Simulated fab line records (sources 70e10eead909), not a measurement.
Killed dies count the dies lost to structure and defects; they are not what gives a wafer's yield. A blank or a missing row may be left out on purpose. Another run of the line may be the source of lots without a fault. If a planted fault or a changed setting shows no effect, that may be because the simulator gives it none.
Problem report, 8D (eight disciplines) form, completed by code | flow nandHarc | the parts of the form that need people (team, actions taken, sign-off) are left out

## 1. PROBLEM STATEMENT
killedAtArray at NHARC_END_SORT_01 reads a mean of 672 on 3 wafers of 2 lots; wafers without a fault read 28 with a standard deviation of 11. Measured from the usual mean, that is +59 standard deviations.
Earliest sighting: wafer L220.4 on prober-01 at day 21 10:44. The record has a number at this step for 4 wafers belonging to 2 lots. By rule, "out" or "out of limits" means more than 4 standard deviations away from the usual mean. The other wafers with a number count as sound.

## 2. WHAT IT IS AND WHAT IT IS NOT
question                    | is                        | is not
which readings at this step | killedAtArray, killedDies | killedAtOther, killedAtPeriphery, killedOpen, killedShort
which lots                  | L220, L226                | -
which wafers of those lots  | L220.4, L226.4, L226.6    | L220.3
read on which gauges        | prober-01                 | -
when                        | from day 21 10:44         | up to then (1 sound wafer)

## 3. WHAT RULES OUT EACH SUSPECT
Counting: any tool at a process step up to the reading remains a suspect provided it ran every lot that is out. Sound lots after the first of them don't rule it out here, since some wafers of a struck lot are sound.
- the gauge at NHARC_END_SORT_01: kept. All the wafers that are out were read on prober-01, and no step on other tools shows them out.
- pecvd-01 at NHARC_A_SGD_CUT_DEP_00 (deposits SiNx, target thk 50 nm): kept. It ran every lot that is out, first L220 (day 15 01:26).
- cmp-04 at NHARC_A_BONDPAD_CMP_29 (polishes SiCN, target thk 200 nm): kept. It ran every lot that is out and that the record shows at this step, first L220 (day 19 16:51). The record shows only 1 of the 2 lots at this step.
- Within pecvd-01 at NHARC_A_SGD_CUT_DEP_00: the wafers that are out ran in chambers 0, 1; their sound lot-mates ran in chamber 2.
After the count, these remain: pecvd-01 at NHARC_A_SGD_CUT_DEP_00, cmp-04 at NHARC_A_BONDPAD_CMP_29 and prober-01 at NHARC_END_SORT_01.

## 4. THE CAUSE (what the simulator had put in)
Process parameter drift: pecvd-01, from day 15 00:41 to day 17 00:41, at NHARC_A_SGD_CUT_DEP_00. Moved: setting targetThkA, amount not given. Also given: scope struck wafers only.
This tool is one of the 3 suspects left after counting.

## 5. THE EFFECT CHAIN, in route order
Each row: a reading where the mean over the struck wafers with a number is more than 3 standard deviations away from the usual. Scope: only readings with a usual standard deviation given in the record; hours: median across lots of the time from each lot's start at the first step in this table that gives one to its start at this step; sigmas: change in usual standard deviations.
hours | step              | reading       | usual | on struck wafers | change | sigmas
0     | NHARC_END_SORT_01 | killedAtArray | 28    | 672              | +644   | +59
0     | NHARC_END_SORT_01 | killedDies    | 32    | 675              | +643   | +54

## 6. WHAT WOULD HAVE CAUGHT IT SOONER
The first out-of-limits reading at a measuring or inspecting step in this record came at day 21 10:44, 154 hours after the fault's start at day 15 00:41.
Of the tool readings at NHARC_A_SGD_CUT_DEP_00 for which the record gives a usual standard deviation, none was out on any struck wafer, so an alarm limit of 4 standard deviations on them would not have fired.
The start of NHARC_A_SGD_CUT_DEP_00 on pecvd-01 came by day 21 10:44 for every one of the lots that are out (2). Holding the tool at that point would not have protected any of them.
